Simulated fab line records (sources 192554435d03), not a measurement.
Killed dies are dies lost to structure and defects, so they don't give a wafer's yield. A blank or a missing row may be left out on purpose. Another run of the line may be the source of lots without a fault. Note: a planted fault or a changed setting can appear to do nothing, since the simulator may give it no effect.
fab line records -- flow n5-finfet
record lots=9, wafers=27, last-day=17
route steps=1938 shown BEOL_M4@1096 BEOL_M5@1128 PASSIVATION@1936
lots that met no fault: from a run of the same line without faults
start-h: start of the lot's first displayed wafer, in hours after the record's first day -- wait-h: how many hours have passed since the lot's step before this one -- " identical to the entry in the row above -- L1.1+2: a single row standing in for several wafers -- - value missing, or start not given -- * or withheld: withheld -- < > ~ a bound
route shown NAME@n: NAME is a module with steps in the file, n the number in the route of the first one -- usual: the fault-free wafers' mean and standard deviation -- same: alike in all rows -- chamber/n: place in a boat -- sites: the reading at each site -- _std_site: the values' standard deviation -- _edge_site: mean of outer sites minus mean of inner sites -- radius-mm: for every site, how far away it sits from the centre of the wafer -- mask NAME#n: copy n -- behind: the last tool/chamber to shape the wafer -- hold: what put the lot on hold/how long, in hours/how the hold closed -- device: whichever transistor did not switch (one of n, p or np) -- end of line: the same wafers' tests at the end of the route -- step lacking rows: just its recipe -- killed: dies that structure and defects cost at the first sort, which is not the same as the wafer's yield -- map: a wafer's dies, marking killed ones x, the rest . and places with no die _
set.NAME: the setting as run; set.NAME@STEP: as run at that earlier step -- model.NAME: the simulator's own value behind a step, which no gauge read
the route's steps for a sample of lots (tables are steps, rows are wafers)
services: the hour from which a tool's chamber was out of use, counted from the record's first day as start-h (under 0 if before that day), plus the number of hours and why
## steps
# step N5_BEOL_M4_SPUTTER_92
# recipe material=Cu, target-thk-a=45, temp-c=-20, chamber-pressure-pa=0.07, power-w=withheld, time-s=8.29
# usual throttle-valve-pct=30.1/0.64
lot.wafer,tool,chamber,start-h,wait-h,throttle-valve-pct
L736.2,pvd-sputter-02,-,174.00,0.1,29.4
L736.3,pvd-sputter-02,-,174.00,0.1,30.1
L736.5,pvd-sputter-02,-,174.00,0.1,30.3
L745.1,pvd-sputter-03,-,220.39,0.1,30.7
L745.2,pvd-sputter-03,-,220.39,0.1,29.8
L745.6,pvd-sputter-03,-,220.39,0.1,30.5
L750.1,pvd-sputter-02,-,249.83,0.1,29.0
L750.4,pvd-sputter-02,-,249.83,0.1,30.2
L750.5,pvd-sputter-02,-,249.83,0.1,29.9
L749.3,pvd-sputter-02,-,253.00,0.1,30.3
L749.4,pvd-sputter-02,-,253.00,0.1,30.9
L749.5,pvd-sputter-02,-,253.00,0.1,30.4
L752.3,pvd-sputter-01,-,258.04,0.1,30.4
L752.4,pvd-sputter-01,-,258.04,0.1,29.8
L752.5,pvd-sputter-01,-,258.04,0.1,29.6
L751.1,pvd-sputter-03,-,263.01,0.1,30.1
L751.2,pvd-sputter-03,-,263.01,0.1,30.8
L751.6,pvd-sputter-03,-,263.01,0.1,30.4
L754.1,pvd-sputter-03,-,280.62,0.1,28.6
L754.2,pvd-sputter-03,-,280.62,0.1,30.7
L754.5,pvd-sputter-03,-,280.62,0.1,30.7
L759.1,pvd-sputter-01,-,308.32,0.1,29.3
L759.4,pvd-sputter-01,-,308.32,0.1,30.5
L759.6,pvd-sputter-01,-,308.32,0.1,30.7
L758.2,pvd-sputter-03,-,308.43,0.1,30.8
L758.5,pvd-sputter-03,-,308.43,0.1,30.5
L758.6,pvd-sputter-03,-,308.43,0.1,30.2
# step N5_BEOL_M4_ANNEAL_51
# recipe temp-c=225, time-s=90, ambient=N2
# usual wafer_temp_C_max=226.08/0.28
lot.wafer,tool,chamber,start-h,wait-h,wafer_temp_C_max
L736.2,rtp-anneal-02,0,174.69,0.1,226.66
L736.3,rtp-anneal-02,0,174.69,0.1,226.03
L736.5,rtp-anneal-02,0,174.69,0.1,226.20
L745.1,rtp-anneal-01,0,221.03,0.1,226.17
L745.2,rtp-anneal-01,0,221.03,0.1,225.99
L745.6,rtp-anneal-01,0,221.03,0.1,226.20
L750.1,rtp-anneal-01,0,250.69,0.3,226.21
L750.4,rtp-anneal-01,0,250.69,0.3,225.80
L750.5,rtp-anneal-01,0,250.69,0.3,226.02
L749.3,rtp-anneal-01,0,253.72,0.1,225.98
L749.4,rtp-anneal-01,0,253.72,0.1,225.92
L749.5,rtp-anneal-01,0,253.72,0.1,225.93
L752.3,rtp-anneal-02,0,258.77,0.1,226.08
L752.4,rtp-anneal-02,0,258.77,0.1,226.52
L752.5,rtp-anneal-02,0,258.77,0.1,226.00
L751.1,rtp-anneal-01,0,263.65,0.1,226.66
L751.2,rtp-anneal-01,0,263.65,0.1,226.00
L751.6,rtp-anneal-01,0,263.65,0.1,226.41
L754.1,rtp-anneal-02,0,281.25,0.1,225.59
L754.2,rtp-anneal-02,0,281.25,0.1,225.90
L754.5,rtp-anneal-02,0,281.25,0.1,225.72
L759.1,rtp-anneal-02,0,308.95,0.1,226.30
L759.4,rtp-anneal-02,0,308.95,0.1,225.82
L759.6,rtp-anneal-02,0,308.95,0.1,226.16
L758.2,rtp-anneal-02,0,309.58,0.6,226.24
L758.5,rtp-anneal-02,0,309.58,0.6,226.02
L758.6,rtp-anneal-02,0,309.58,0.6,225.88
# step N5_BEOL_M4_THK_MEAS_53
# recipe thk-meas-gauge=xrf, reads=Cu_of_BEOL_M4_ECD_50
# usual M4_THK=39.8/1.6
lot.wafer,tool,chamber,start-h,wait-h,M4_THK[nm]
L736.2,film-metro-01,-,175.41,-,39.9
L736.3,film-metro-01,-,175.41,-,36.2
L736.5,film-metro-01,-,175.41,-,38.7
L745.1,film-metro-01,-,221.62,-,39.7
L745.2,film-metro-01,-,221.62,-,39.1
L745.6,film-metro-01,-,221.62,-,40.4
L750.1,film-metro-02,-,251.28,-,41.4
L750.4,film-metro-02,-,251.28,-,41.3
L750.5,film-metro-02,-,251.28,-,40.7
L749.3,film-metro-01,-,254.24,-,39.0
L749.4,film-metro-01,-,254.24,-,37.9
L749.5,film-metro-01,-,254.24,-,39.6
L752.3,film-metro-01,-,259.28,-,41.6
L752.4,film-metro-01,-,259.28,-,41.5
L752.5,film-metro-01,-,259.28,-,42.4
L751.1,film-metro-02,-,264.24,-,39.8
L751.2,film-metro-02,-,264.24,-,37.6
L751.6,film-metro-02,-,264.24,-,40.2
L754.1,film-metro-02,-,281.85,-,39.8
L754.2,film-metro-02,-,281.85,-,39.7
L754.5,film-metro-02,-,281.85,-,41.3
L759.1,film-metro-02,-,309.82,-,39.6
L759.4,film-metro-02,-,309.82,-,41.1
L759.6,film-metro-02,-,309.82,-,41.1
L758.2,film-metro-02,-,310.37,-,39.3
L758.5,film-metro-02,-,310.37,-,39.8
L758.6,film-metro-02,-,310.37,-,38.1
# step N5_BEOL_M4_PRE_CLEAN_56
# recipe gas=NH3, time-s=15, temp-c=withheld, rf-power-w=300
lot.wafer,tool,chamber,start-h,wait-h
L736.2+3+5,pecvd-04,"0,2,0",175.80,0.1
L745.1+2+6,pecvd-04,"2,1,0",221.79,0.1
L750.1+4+5,pecvd-01,"0,1,2",251.45,0.1
L749.3+4+5,pecvd-03,"2,2,1",254.40,0.1
L752.3+4+5,pecvd-01,"2,0,2",259.44,0.1
L751.1+2+6,pecvd-03,"1,0,0",264.41,0.1
L754.1+2+5,pecvd-01,"2,1,1",282.01,0.1
L759.1+4+6,pecvd-04,"2,2,0",310.02,0.1
L758.2+5+6,pecvd-04,"2,0,1",310.57,0.1
# step N5_BEOL_M4_INSPECT_59
# recipe inspect-instrument=darkfield, mode=post-dep
# usual raw-defect-count=70/24
lot.wafer,tool,chamber,start-h,wait-h,raw-defect-count
L736.2,defect-inspect-02,-,175.92,0.0,73
L736.3,defect-inspect-02,-,175.92,0.0,64
L736.5,defect-inspect-02,-,175.92,0.0,72
L745.1,defect-inspect-02,-,221.91,0.0,495
L745.2,defect-inspect-02,-,221.91,0.0,59
L745.6,defect-inspect-02,-,221.91,0.0,60
L750.1,defect-inspect-02,-,251.57,0.0,84
L750.4,defect-inspect-02,-,251.57,0.0,71
L750.5,defect-inspect-02,-,251.57,0.0,81
L749.3,defect-inspect-02,-,254.53,0.0,87
L749.4,defect-inspect-02,-,254.53,0.0,63
L749.5,defect-inspect-02,-,254.53,0.0,89
L752.3,defect-inspect-02,-,259.56,0.0,45
L752.4,defect-inspect-02,-,259.56,0.0,36
L752.5,defect-inspect-02,-,259.56,0.0,77
L751.1,defect-inspect-01,-,264.52,0.0,71
L751.2,defect-inspect-01,-,264.52,0.0,67
L751.6,defect-inspect-01,-,264.52,0.0,72
L754.1,defect-inspect-02,-,282.13,0.0,67
L754.2,defect-inspect-02,-,282.13,0.0,80
L754.5,defect-inspect-02,-,282.13,0.0,70
L759.1,defect-inspect-02,-,310.14,0.0,115
L759.4,defect-inspect-02,-,310.14,0.0,82
L759.6,defect-inspect-02,-,310.14,0.0,79
L758.2,defect-inspect-02,-,310.69,0.0,77
L758.5,defect-inspect-02,-,310.69,0.0,44
L758.6,defect-inspect-02,-,310.69,0.0,52
# step N5_BEOL_M4_RC_MEAS_101
# usual DIBL_N=36.5/1.7, DIBL_P=36.3/2.1, IOFF_N=0.16/0.036, IOFF_P=0.21/0.037, ION_N=676/12, ION_P=462/7.6, SS_N=71.5/0.68, SS_P=73.3/0.63, VT_N=249/3.5, VT_P=-250/3.5
lot.wafer,tool,chamber,start-h,wait-h,DIBL_N[mV/V],DIBL_P[mV/V],IOFF_N[nA/um],IOFF_P[nA/um],ION_N[uA/um],ION_P[uA/um],SS_N[mV/dec],SS_P[mV/dec],VT_N[mV],VT_P[mV]
L736.2,prober-01,0,176.10,0.2,36.5,36.5,0.18,0.22,682,472,71.6,73.3,248,-248
L736.3,prober-01,0,176.10,0.2,37.3,37.2,0.20,0.23,687,463,72.3,73.7,247,-250
L736.5,prober-01,0,176.10,0.2,37.0,36.9,0.19,0.22,685,466,72.0,73.5,244,-248
L745.1,prober-02,0,221.94,0.0,34.7,33.5,0.12,0.15,657,450,71.4,73.0,250,-257
L745.2,prober-02,0,221.94,0.0,36.8,34.8,0.16,0.16,676,452,71.7,72.9,249,-256
L745.6,prober-02,0,221.94,0.0,37.5,36.9,0.18,0.20,683,455,71.2,73.3,248,-254
L750.1,prober-02,0,251.60,0.0,38.1,39.7,0.23,0.26,695,469,73.0,73.4,244,-248
L750.4,prober-02,0,251.60,0.0,35.3,36.3,0.17,0.21,685,467,71.8,73.4,250,-250
L750.5,prober-02,0,251.60,0.0,36.1,37.3,0.19,0.22,688,466,71.5,73.4,248,-252
L749.3,prober-02,0,254.86,0.3,36.1,35.1,0.16,0.25,675,479,70.8,73.5,247,-244
L749.4,prober-02,0,254.86,0.3,38.9,38.4,0.22,0.31,694,476,72.2,73.6,245,-239
L749.5,prober-02,0,254.86,0.3,36.0,34.6,0.15,0.23,673,475,71.7,72.5,247,-249
L752.3,prober-01,0,259.90,0.3,36.5,37.1,0.16,0.22,674,461,71.1,73.9,252,-251
L752.4,prober-01,0,259.90,0.3,33.6,34.0,0.13,0.18,667,460,70.8,73.0,252,-254
L752.5,prober-01,0,259.90,0.3,35.1,36.0,0.14,0.21,667,461,71.1,73.9,253,-249
L751.1,prober-02,0,264.55,0.0,36.0,36.6,0.15,0.21,667,456,72.2,73.3,252,-250
L751.2,prober-02,0,264.55,0.0,34.1,34.7,0.13,0.19,677,466,71.1,73.0,251,-250
L751.6,prober-02,0,264.55,0.0,35.2,36.3,0.15,0.21,675,466,71.9,73.5,251,-250
L754.1,prober-02,0,282.16,0.0,38.1,39.1,0.23,0.26,689,467,72.1,73.5,245,-246
L754.2,prober-02,0,282.16,0.0,37.3,38.4,0.21,0.26,701,477,71.9,73.4,243,-247
L754.5,prober-02,0,282.16,0.0,36.4,37.8,0.19,0.24,693,473,71.6,74.1,247,-248
L759.1,prober-01,0,310.17,0.0,39.0,37.7,0.19,0.24,679,463,73.4,74.3,246,-247
L759.4,prober-01,0,310.17,0.0,36.7,36.5,0.16,0.24,689,480,70.5,73.0,248,-246
L759.6,prober-01,0,310.17,0.0,35.6,34.4,0.13,0.19,679,464,71.2,72.9,250,-252
L758.2,prober-02,0,310.87,0.2,38.3,38.7,0.19,0.25,673,469,72.7,73.5,246,-248
L758.5,prober-02,0,310.87,0.2,36.6,36.7,0.14,0.23,654,459,71.7,73.3,253,-248
L758.6,prober-02,0,310.87,0.2,35.1,35.0,0.14,0.20,668,462,71.7,73.1,250,-249
# step N5_BEOL_M5_INSPECT_13
# recipe mode=adi, inspect-instrument=brightfield
# usual raw-defect-count=379/80
lot.wafer,tool,chamber,start-h,wait-h,raw-defect-count
L736.2,defect-inspect-02,-,178.97,0.0,403
L736.3,defect-inspect-02,-,178.97,0.0,316
L736.5,defect-inspect-02,-,178.97,0.0,305
L745.1,defect-inspect-02,-,224.74,0.1,795
L745.2,defect-inspect-02,-,224.74,0.1,359
L745.6,defect-inspect-02,-,224.74,0.1,326
L750.1,defect-inspect-02,-,254.52,0.1,369
L750.4,defect-inspect-02,-,254.52,0.1,298
L750.5,defect-inspect-02,-,254.52,0.1,496
L749.3,defect-inspect-02,-,256.80,0.0,307
L749.4,defect-inspect-02,-,256.80,0.0,335
L749.5,defect-inspect-02,-,256.80,0.0,357
L752.3,defect-inspect-01,-,264.90,0.0,289
L752.4,defect-inspect-01,-,264.90,0.0,329
L752.5,defect-inspect-01,-,264.90,0.0,262
L751.1,defect-inspect-01,-,267.86,0.1,442
L751.2,defect-inspect-01,-,267.86,0.1,371
L751.6,defect-inspect-01,-,267.86,0.1,390
L754.1,defect-inspect-01,-,284.97,0.1,486
L754.2,defect-inspect-01,-,284.97,0.1,494
L754.5,defect-inspect-01,-,284.97,0.1,637
L759.1,defect-inspect-01,-,312.97,0.1,461
L759.4,defect-inspect-01,-,312.97,0.1,326
L759.6,defect-inspect-01,-,312.97,0.1,389
L758.2,defect-inspect-02,-,313.13,0.0,372
L758.5,defect-inspect-02,-,313.13,0.0,237
L758.6,defect-inspect-02,-,313.13,0.0,257
# step N5_BEOL_M5_INSPECT_30
# recipe mode=adi, inspect-instrument=brightfield
# usual raw-defect-count=378/82
lot.wafer,tool,chamber,start-h,wait-h,raw-defect-count
L736.2,defect-inspect-02,-,180.05,0.0,409
L736.3,defect-inspect-02,-,180.05,0.0,298
L736.5,defect-inspect-02,-,180.05,0.0,328
L745.1,defect-inspect-02,-,226.52,0.1,780
L745.2,defect-inspect-02,-,226.52,0.1,389
L745.6,defect-inspect-02,-,226.52,0.1,304
L750.1,defect-inspect-02,-,256.69,1.2,362
L750.4,defect-inspect-02,-,256.69,1.2,282
L750.5,defect-inspect-02,-,256.69,1.2,498
L749.3,defect-inspect-02,-,259.19,0.0,309
L749.4,defect-inspect-02,-,259.19,0.0,337
L749.5,defect-inspect-02,-,259.19,0.0,338
L752.3,defect-inspect-01,-,267.60,0.0,272
L752.4,defect-inspect-01,-,267.60,0.0,317
L752.5,defect-inspect-01,-,267.60,0.0,266
L751.1,defect-inspect-01,-,270.34,0.1,440
L751.2,defect-inspect-01,-,270.34,0.1,374
L751.6,defect-inspect-01,-,270.34,0.1,380
L754.1,defect-inspect-02,-,285.84,0.1,505
L754.2,defect-inspect-02,-,285.84,0.1,523
L754.5,defect-inspect-02,-,285.84,0.1,641
L759.1,defect-inspect-01,-,314.99,0.1,448
L759.4,defect-inspect-01,-,314.99,0.1,318
L759.6,defect-inspect-01,-,314.99,0.1,377
L758.2,defect-inspect-02,-,315.17,0.0,376
L758.5,defect-inspect-02,-,315.17,0.0,252
L758.6,defect-inspect-02,-,315.17,0.0,245
# step N5_PASSIVATION_PROBE_49
# usual defect-limited-yield=91.4/1.5, killed_at_M0_to_M3=34/12, killed_at_M4_up=12/4.9, killed-at-contacts=13/7.2, killed-at-front-end=39/12, killed-at-other=3.7/2.9, killed-dies=101/18, killed-open=67/14, killed-short=33/7.2, sort_bin_5_function=5.1/0.97, sort_bin_6_memory=3.2/0.67, sort-n-pass=1079/17, sort-yield-pct=91.4/1.5
# same gross-dies=1180, killed-at-back-side=0, sort_bin_4_leakage[%]=0, sort_bin_8_speed[%]=0
lot.wafer,tool,chamber,start-h,wait-h,defect-limited-yield[%],killed_at_M0_to_M3,killed_at_M4_up,killed-at-contacts,killed-at-front-end,killed-at-other,killed-dies,killed-open,killed-short,sort_bin_5_function[%],sort_bin_6_memory[%],sort-n-pass,sort-yield-pct[%]
L745.1,prober-01,-,326.58,0.0,79.5,74,121,15,28,4,242,89,40,12.4,6.3,938,79.5
L745.2,prober-01,-,326.63,0.1,86.6,70,20,21,44,3,158,117,41,7.5,5.6,1022,86.6
L745.6,prober-01,-,326.83,0.3,90.3,65,13,13,22,2,115,78,37,5.3,3.9,1065,90.3
# killed by level:class
L745.1 BEOL_M4:unspecified=113 BEOL_M0_SAQP:geometric-particle:short=18 BEOL_M0_SAQP:geometric-particle:open=16 MOL_CONTACT_COAG:geometric-particle:open=13 BEOL_M3:geometric-particle:open=13 BEOL_M2:geometric-particle:open=9 STI_FIN_REVEAL:geometric-particle:open=6 BEOL_M1:geometric-particle:open=6
L745.2 BEOL_M3:geometric-particle:open=22 MOL_CONTACT_COAG:geometric-particle:open=17 FIN_SAQP:geometric-particle:open=16 BEOL_M0_SAQP:geometric-particle:open=15 BEOL_M4:geometric-particle:open=12 BEOL_M0_SAQP:geometric-particle:short=10 STI_FIN_REVEAL:geometric-particle:open=10 BEOL_M1:geometric-particle:open=6
L745.6 BEOL_M0_SAQP:geometric-particle:open=14 MOL_CONTACT_COAG:geometric-particle:open=13 BEOL_M0_SAQP:geometric-particle:short=11 BEOL_M0:geometric-particle:open=10 BEOL_M3:geometric-particle:open=9 BEOL_M4:geometric-particle:open=7 STI_FIN_REVEAL:geometric-particle:open=6 BEOL_M3:geometric-particle:short=6
## services
tool,chamber,start-h,hours,kind
pvd-sputter-01,-,151.43,3.4,repair
pecvd-03,2,164.67,13.1,repair
pecvd-04,-,189.42,0.3,repair
pecvd-03,2,210.24,18.6,repair
pecvd-01,0,214.63,5.5,scheduled-down
pecvd-03,1,230.40,2.1,scheduled-down
pecvd-04,0,233.51,2.1,scheduled-down
pecvd-04,1,236.22,5.5,scheduled-down
pecvd-04,2,241.68,16.5,scheduled-down
pecvd-04,1,277.93,6.6,repair
pecvd-01,1,285.45,3.6,repair
pecvd-03,-,288.28,0.2,repair
pecvd-04,2,290.08,10.2,scheduled-down
pecvd-01,2,301.67,5.5,scheduled-down
pecvd-03,-,308.06,5.5,pm
## key
first-sign step=N5_BEOL_M4_INSPECT_59, reading=raw-defect-count, direction=up, sigmas=18, usual=70, struck=495
effect step=N5_BEOL_M5_INSPECT_13, reading=raw-defect-count, direction=up, sigmas=5.2, usual=379, struck=795
effect step=N5_BEOL_M5_INSPECT_30, reading=raw-defect-count, direction=up, sigmas=4.9, usual=378, struck=780
effect step=N5_PASSIVATION_PROBE_49, reading=killed_at_M4_up, direction=up, sigmas=22, usual=12, struck=121
more-kills-born-at N5_BEOL_M4_PRE_CLEAN_56@pecvd-04=113
met-at N5_BEOL_M4_PRE_CLEAN_56
struck-lots L745
struck-wafers L745.1
not-acting-at N5_BEOL_M4_SPUTTER_92,N5_BEOL_M4_ANNEAL_51,N5_BEOL_M4_THK_MEAS_53
onset-between 175.80 221.79
fault kind=chamber-particle-source, tool=pecvd-04, chamber=2, onset-h=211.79, steps=N5_BEOL_M4_PRE_CLEAN_56, rate-per-visit-cm2=0.60889, end-h=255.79
